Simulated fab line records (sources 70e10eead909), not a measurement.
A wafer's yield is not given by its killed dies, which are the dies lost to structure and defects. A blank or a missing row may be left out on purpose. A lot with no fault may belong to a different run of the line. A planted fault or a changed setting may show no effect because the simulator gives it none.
fab line records	flow nand-harc
record lots=6	wafers=18	last-day=24
route steps=1159 shown A_ONON_D1@432 END@1159
lots untouched by any fault: they come from a run of this same line in which no faults occurred
start-h: start of the lot's first displayed wafer, in hours after the record's first day	wait-h: hours elapsed since this lot's preceding step	" same as the row above	L1.1+2: a row that stands for several wafers	- no value, or no start given	* or withheld: withheld	< > ~ a bound
route shown NAME@n: a module of which the file shows steps, and the number in the route of the first	usual: mean/standard deviation taken from wafers without a fault	same: alike in all rows	chamber/n: place in a boat	sites: the reading at each site	_std_site: standard deviation across them	_edge_site: mean of outer sites minus mean of inner sites	radius-mm: how far each site lies from the wafer's centre	mask NAME#n: copy n	behind: tool/chamber where the wafer was last shaped	hold: what put the lot on hold/how long, in hours/how the hold closed	device: the n, p or np transistor that did not switch	end of line: at the end of the route, the tests of the same wafers	where a step has no rows: the recipe by itself	killed: count of dies lost to structure and defects at first sort (not the wafer's yield)	map: dies across one wafer; x = killed, . = not, _ = none there
set.NAME: the setting as run; set.NAME@STEP: as run at that earlier step	model.NAME: the simulator's own value behind a step, which no gauge read
certain route steps with their lots: each step a table, each wafer a row
services: the hour from which a tool's chamber was out of use, counted from the record's first day as start-h (under 0 if before that day), plus the number of hours and why
## steps
# step NHARC_A_ONON_D1_DEP_12
# recipe target-thk-a=10000	n2-flow-sccm=2750	n2o-flow-sccm=2000	nh3-flow-sccm=500	sih4-flow-sccm=210	temp-c=400
# step NHARC_A_ONON_D1_THK_MEAS_14
# recipe thk-meas-gauge=ellipsometry
# usual thk-nm=1000/9.6
lot.wafer	tool	chamber	start-h	wait-h	thk-nm
L167.1	film-metro-01	-	199.39	-	1016
L167.4	"	-	"	"	1016
L167.5	"	-	"	"	1014
L166.1	film-metro-02	-	199.43	-	1002
L166.3	"	-	"	"	1001
L166.5	"	-	"	"	1000
L170.1	film-metro-02	-	223.91	-	1004
L170.5	"	-	"	"	1006
L170.6	"	-	"	"	1006
L171.2	film-metro-02	-	236.72	-	1012
L171.5	"	-	"	"	1012
L171.6	"	-	"	"	1011
L175.1	film-metro-01	-	256.16	-	987
L175.3	"	-	"	"	985
L175.4	"	-	"	"	987
L180.3	film-metro-01	-	291.10	-	1003
L180.5	"	-	"	"	1001
L180.6	"	-	"	"	1004
# step NHARC_A_ONON_D1_ANNEAL_15
# recipe temp-c=750	time-s=3600
# step NHARC_A_ONON_D1_DEP_16
# recipe target-thk-a=10000	n2-flow-sccm=2750	n2o-flow-sccm=2000	nh3-flow-sccm=500	sih4-flow-sccm=210	temp-c=400
# step NHARC_A_ONON_D1_THK_MEAS_18
# recipe thk-meas-gauge=ellipsometry
# usual thk-nm=997/9.4
lot.wafer	tool	chamber	start-h	wait-h	thk-nm
L167.1	film-metro-01	-	206.52	-	984
L167.4	"	-	"	"	984
L167.5	"	-	"	"	984
L166.1	film-metro-01	-	206.54	-	996
L166.3	"	-	"	"	994
L166.5	"	-	"	"	996
L170.1	film-metro-02	-	231.02	-	991
L170.5	"	-	"	"	989
L170.6	"	-	"	"	989
L171.2	film-metro-02	-	244.36	-	1008
L171.5	"	-	"	"	1009
L171.6	"	-	"	"	1007
L175.1	film-metro-01	-	263.21	-	1004
L175.3	"	-	"	"	1004
L175.4	"	-	"	"	1004
L180.3	film-metro-02	-	300.30	-	1000
L180.5	"	-	"	"	998
L180.6	"	-	"	"	999
# step NHARC_A_ONON_D1_DEP_19
# recipe target-thk-a=10000	n2-flow-sccm=2750	n2o-flow-sccm=2000	nh3-flow-sccm=500	sih4-flow-sccm=210	temp-c=400
# step NHARC_A_ONON_D1_THK_MEAS_21
# recipe thk-meas-gauge=ellipsometry
# usual thk-nm=999/8.3
lot.wafer	tool	chamber	start-h	wait-h	thk-nm
L167.1	film-metro-01	-	207.09	-	991
L167.4	"	-	"	"	992
L167.5	"	-	"	"	990
L166.1	film-metro-02	-	207.11	-	1002
L166.3	"	-	"	"	1001
L166.5	"	-	"	"	1002
L170.1	film-metro-01	-	231.59	-	1000
L170.5	"	-	"	"	999
L170.6	"	-	"	"	1000
L171.2	film-metro-02	-	244.92	-	1005
L171.5	"	-	"	"	1006
L171.6	"	-	"	"	1007
L175.1	film-metro-02	-	263.78	-	988
L175.3	"	-	"	"	990
L175.4	"	-	"	"	990
L180.3	film-metro-01	-	300.86	-	995
L180.5	"	-	"	"	996
L180.6	"	-	"	"	994
# step NHARC_A_ONON_D1_DEP_22
# recipe target-thk-a=10000	n2-flow-sccm=2750	n2o-flow-sccm=2000	nh3-flow-sccm=500	sih4-flow-sccm=210	temp-c=400
# step NHARC_A_ONON_D1_THK_MEAS_24
# recipe thk-meas-gauge=ellipsometry
# usual thk-nm=1002/9.4
lot.wafer	tool	chamber	start-h	wait-h	thk-nm
L167.1	film-metro-02	-	207.65	-	1024
L167.4	"	-	"	"	1023
L167.5	"	-	"	"	1023
L166.1	film-metro-01	-	207.68	-	1006
L166.3	"	-	"	"	1006
L166.5	"	-	"	"	1005
L170.1	film-metro-02	-	232.16	-	1000
L170.5	"	-	"	"	1000
L170.6	"	-	"	"	999
L171.2	film-metro-02	-	245.49	-	992
L171.5	"	-	"	"	994
L171.6	"	-	"	"	993
L175.1	film-metro-01	-	264.35	-	1001
L175.3	"	-	"	"	1001
L175.4	"	-	"	"	1003
L180.3	film-metro-01	-	301.43	-	992
L180.5	"	-	"	"	992
L180.6	"	-	"	"	994
# step NHARC_A_ONON_D1_DEP_25
# recipe target-thk-a=10000	n2-flow-sccm=2750	n2o-flow-sccm=2000	nh3-flow-sccm=500	sih4-flow-sccm=210	temp-c=400
# step NHARC_A_ONON_D1_THK_MEAS_27
# recipe thk-meas-gauge=ellipsometry
# usual thk-nm=999/10
lot.wafer	tool	chamber	start-h	wait-h	thk-nm
L167.1	film-metro-02	-	208.21	-	1007
L167.4	"	-	"	"	1006
L167.5	"	-	"	"	1007
L166.1	film-metro-01	-	208.24	-	1008
L166.3	"	-	"	"	1009
L166.5	"	-	"	"	1008
L170.1	film-metro-01	-	232.72	-	997
L170.5	"	-	"	"	1000
L170.6	"	-	"	"	997
L171.2	film-metro-02	-	246.06	-	1007
L171.5	"	-	"	"	1008
L171.6	"	-	"	"	1007
L175.1	film-metro-01	-	264.91	-	993
L175.3	"	-	"	"	995
L175.4	"	-	"	"	995
L180.3	film-metro-02	-	302.00	-	1004
L180.5	"	-	"	"	1005
L180.6	"	-	"	"	1006
# step NHARC_A_ONON_D1_DEP_28
# recipe target-thk-a=10000	n2-flow-sccm=2750	n2o-flow-sccm=2000	nh3-flow-sccm=500	sih4-flow-sccm=210	temp-c=400
lot.wafer	tool	chamber	start-h	wait-h
L167.1+4+5	pecvd-onon-01	0	208.27	0.1
L166.1+3+5	pecvd-onon-02	0	208.30	0.1
L170.1+5+6	pecvd-onon-01	0	232.78	0.1
L171.2+5+6	pecvd-onon-01	0	246.18	0.1
L175.1+3+4	pecvd-onon-02	0	264.97	0.1
L180.3+5+6	pecvd-onon-03	0	302.17	0.2
# step NHARC_A_ONON_D1_THK_MEAS_30
# recipe thk-meas-gauge=ellipsometry
# usual thk-nm=1000/11
lot.wafer	tool	chamber	start-h	wait-h	thk-nm
L167.1	film-metro-02	-	208.78	-	987
L167.4	"	-	"	"	985
L167.5	"	-	"	"	988
L166.1	film-metro-02	-	208.81	-	1009
L166.3	"	-	"	"	1010
L166.5	"	-	"	"	1008
L170.1	film-metro-01	-	233.28	-	636
L170.5	"	-	"	"	633
L170.6	"	-	"	"	632
L171.2	film-metro-02	-	246.63	-	649
L171.5	"	-	"	"	649
L171.6	"	-	"	"	647
L175.1	film-metro-02	-	265.48	-	996
L175.3	"	-	"	"	996
L175.4	"	-	"	"	996
L180.3	film-metro-02	-	302.57	-	997
L180.5	"	-	"	"	996
L180.6	"	-	"	"	995
# step NHARC_A_ONON_D1_DEP_33
# recipe target-thk-a=2000	temp-c=400	pressure-torr=6.5	rf-w=900	teos-flow-sccm=161.4	flow-sccm=2650	target-thk-nm=200	gas=O2	material=SiO2
# usual heater-power-w=632/110	throttle-valve-pct=15.9/0.6
lot.wafer	tool	chamber	start-h	wait-h	heater-power-w	since-wet-clean-h	throttle-valve-pct
L167.1	pecvd-01	0	208.84	0.1	535	140	17.1
L167.5	"	1	"	"	665	-	16.2
L167.4	"	2	"	"	681	-	15.4
L166.3	pecvd-03	0	209.05	0.2	506	85	14.9
L166.1	"	2	"	"	770	85	16.0
L166.5	"	2	"	"	792	-	16.2
L170.1	pecvd-04	1	233.34	0.1	616	24	16.2
L170.6	"	2	"	"	508	-	15.5
L170.5	"	0	"	"	621	-	16.7
L171.2	pecvd-04	1	246.78	0.1	632	37	16.3
L171.6	"	2	"	"	499	-	15.3
L171.5	"	1	"	"	636	-	16.2
L175.1	pecvd-03	1	265.54	0.1	465	142	15.8
L175.3	"	2	"	"	945	142	16.1
L175.4	"	0	"	"	575	-	15.1
L180.3	pecvd-01	2	302.67	0.1	692	53	15.2
L180.5	"	1	"	"	796	-	15.6
L180.6	"	2	"	"	711	-	15.2
# step NHARC_END_SORT_01
# recipe temp-c=25
# usual killed-at-array=21/8.9	killed-at-other=0.8/1.3	killed-at-periphery=3.6/2.4	killed-dies=26/8.9	killed-open=3.1/1.8	killed-short=1.9/1.3
# same gross-dies=677
lot.wafer	tool	chamber	start-h	wait-h	killed-at-array	killed-at-other	killed-at-periphery	killed-dies	killed-open	killed-short
L171.2	prober-02	0	529.36	2.8	673	0	4	677	2	2
L171.5	prober-02	0	531.77	3.7	669	1	7	677	2	2
L171.6	prober-02	0	532.58	4.0	671	1	5	677	7	5
# killed by level:class
L171.2 A_ONON_D1:area-dep=658 A_SLIT:chamber-film-flake=5 A_CONTACT:chamber-film-flake=4 A_CHANNEL_HOLE_D1:chamber-film-flake=3 P_ZERO_WELL:chamber-film-flake=2 P_STI:geometric-particle:short=1 A_CONTACT:geometric-particle:open=1 A_BLC:geometric-particle:open=1
L171.5 A_ONON_D1:area-dep=656 A_SLIT:chamber-film-flake=3 A_CHANNEL_HOLE_D1:chamber-film-flake=3 A_CONTACT:chamber-film-flake=3 P_ZERO_WELL:chamber-film-flake=2 P_STI:chamber-film-flake=2 P_M2:chamber-film-flake=2 P_CONTACT:geometric-particle:open=1
L171.6 A_ONON_D1:area-dep=651 A_SLIT:chamber-film-flake=8 A_CONTACT:geometric-particle:open=4 A_BLC:geometric-particle:short=2 P_GATE:chamber-film-flake=2 A_CONTACT:chamber-film-flake=2 P_M0:geometric-particle:open=1 P_M1:geometric-particle:short=1
# map L171.2 (x killed, . not)
____________x____________
_________xxxxxxx_________
_______xxxxxxxxxxx_______
______xxxxxxxxxxxxx______
_____xxxxxxxxxxxxxxx_____
____xxxxxxxxxxxxxxxxx____
____xxxxxxxxxxxxxxxxx____
___xxxxxxxxxxxxxxxxxxx___
___xxxxxxxxxxxxxxxxxxx___
__xxxxxxxxxxxxxxxxxxxxx__
__xxxxxxxxxxxxxxxxxxxxx__
_xxxxxxxxxxxxxxxxxxxxxxx_
_xxxxxxxxxxxxxxxxxxxxxxx_
_xxxxxxxxxxxxxxxxxxxxxxx_
_xxxxxxxxxxxxxxxxxxxxxxx_
_xxxxxxxxxxxxxxxxxxxxxxx_
xxxxxxxxxxxxxxxxxxxxxxxxx
xxxxxxxxxxxxxxxxxxxxxxxxx
xxxxxxxxxxxxxxxxxxxxxxxxx
xxxxxxxxxxxxxxxxxxxxxxxxx
xxxxxxxxxxxxxxxxxxxxxxxxx
_xxxxxxxxxxxxxxxxxxxxxxx_
_xxxxxxxxxxxxxxxxxxxxxxx_
_xxxxxxxxxxxxxxxxxxxxxxx_
_xxxxxxxxxxxxxxxxxxxxxxx_
_xxxxxxxxxxxxxxxxxxxxxxx_
__xxxxxxxxxxxxxxxxxxxxx__
__xxxxxxxxxxxxxxxxxxxxx__
___xxxxxxxxxxxxxxxxxxx___
___xxxxxxxxxxxxxxxxxxx___
____xxxxxxxxxxxxxxxxx____
____xxxxxxxxxxxxxxxxx____
_____xxxxxxxxxxxxxxx_____
______xxxxxxxxxxxxx______
_______xxxxxxxxxxx_______
_________xxxxxxx_________
____________x____________
# map L167.4 (x killed, . not)
____________.____________
_________......._________
_______..........._______
______.............______
_____..............._____
____.................____
____............x....____
___...x...............___
___...................___
__..x..................__
__..x...x..............__
_x......................_
_....xxx........x......._
_...x.xx.......x........_
_....xxx................_
_...xxx.x..............._
....xx.x.................
...x...xx...........x....
.....x...................
....x........x...x.......
....................x.x..
_.......x..............._
_...........x........x.._
_..................x...._
_..........x............_
_......................._
__.....................__
__.....................__
___..................x___
___.......x...........___
____.........x.......____
____....x.x..........____
_____..............._____
______...xxx.......______
_______x..x.x.x..._______
_________.x..x.._________
____________.____________
## services
tool	chamber	start-h	hours	kind
pecvd-03	-	191.38	0.8	repair
pecvd-onon-01	-	195.00	13.0	pm
pecvd-04	-	196.68	13.0	pm
pecvd-04	0	196.68	13.0	vent-cycle
pecvd-04	1	196.68	13.0	vent-cycle
pecvd-04	2	196.68	13.0	vent-cycle
pecvd-04	0	209.68	-	clean
pecvd-04	1	209.68	-	clean
pecvd-04	2	209.68	-	clean
pecvd-01	1	216.04	15.7	repair
pecvd-01	-	237.10	13.0	pm
pecvd-01	0	237.10	13.0	vent-cycle
pecvd-01	1	237.10	13.0	vent-cycle
pecvd-01	2	237.10	13.0	vent-cycle
pecvd-01	0	250.10	-	clean
pecvd-01	1	250.10	-	clean
pecvd-01	2	250.10	-	clean
pecvd-03	0	259.99	4.8	repair
pecvd-04	2	261.64	7.5	repair
pecvd-01	-	269.52	1.0	repair
pecvd-onon-02	-	292.00	13.0	pm
pecvd-03	-	292.19	13.0	pm
pecvd-03	0	292.19	13.0	vent-cycle
pecvd-03	1	292.19	13.0	vent-cycle
## key
first-sign step=NHARC_A_ONON_D1_THK_MEAS_30	reading=thk-nm	direction=down	sigmas=33	usual=1000	struck=641
effect step=NHARC_END_SORT_01	reading=killed-dies	direction=up	sigmas=73	usual=26	struck=677
more-kills-born-at NHARC_A_ONON_D1_DEP_28@pecvd-onon-01=1965
met-at NHARC_A_ONON_D1_DEP_28
struck-wafers L170.1,L170.5,L170.6,L171.2,L171.5,L171.6
rows-end L170.1,L170.5,L170.6
later-rows-left-out L171.2,L171.5,L171.6
tester-left-out L171
onset-between 208.27 232.78
fault kind=process-parameter-drift	tool=pecvd-onon-01	chamber=0	onset-h=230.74	steps=NHARC_A_ONON_D1_DEP_28	channel=target-thk-a	offset=*	shape=step	acts-in=*	stated=*
# tester-left-out: of these lots the tester's yield and bins aren't shown, on N5 and GAA mostly nor the transistor test; their killed dies are dies lost to structure and defects alone, not to doping, threshold or leakage, so they don't give the yield
# later-rows-left-out: the simulator's readings of these wafers behind a module that went badly wrong aren't trusted and aren't shown, but for the sort
# rows-end: these wafers met a further fault down the route, and their rows from its step on are left out
